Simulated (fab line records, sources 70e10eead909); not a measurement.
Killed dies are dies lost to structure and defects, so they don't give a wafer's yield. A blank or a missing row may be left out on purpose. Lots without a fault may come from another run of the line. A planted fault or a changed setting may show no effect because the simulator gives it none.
Chamber matching | flow nand_harc | NHARC_A_ZERO_WELL_ETCH_13 on rie_si-02: 4 sister chambers
The step etches the open film in HBr/Cl2, target depth 120 nm, time 40.1 s. 4 wafers are shown with their chamber, then 8 later ones without.

WAFERS WITH THEIR CHAMBER
wafer  | chamber | drypump_motor_current_A (A)
L432.5 | 1       | 5.2
L432.6 | 2       | 5.6
L435.5 | 3       | 6.8
L441.2 | 0       | 5.4

WAFERS WITHOUT THEIR CHAMBER
wafer  | drypump_motor_current_A (A)
L441.5 | 5.3
L441.6 | 5.4
L443.2 | 5.6
L443.3 | 5.4
L443.5 | 5.7
L446.1 | 5.2
L446.5 | 5.2
L446.6 | 5.7

WHICH CHAMBER EACH WENT THROUGH
wafer  | from the rows above     | in truth
L441.5 | can't be placed: 1 or 0 | 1
L441.6 | 0                       | 0
L443.2 | 2                       | 2
L443.3 | 0                       | 0
L443.5 | 2                       | 2
L446.1 | 1                       | 1
L446.5 | 1                       | 1
L446.6 | 2                       | 2
Placed correctly: 7 of 8. Can't be placed from these rows: 1 (the true chamber is among the candidates in 1). Placed wrongly: 0.
How it was worked out, from the rows above alone: a wafer's distance from a chamber is the root of the sum, over the readings, of the square of ((its reading less the chamber's mean) divided by the reading's scatter). The wafer belongs to the nearest chamber; if the next one is less than 2 further off, it can't be placed. A chamber's mean is the mean of its shown wafers. The scatter: with one shown wafer a chamber, the root of the mean of the squares of how far each hidden wafer lies from its nearest shown one.
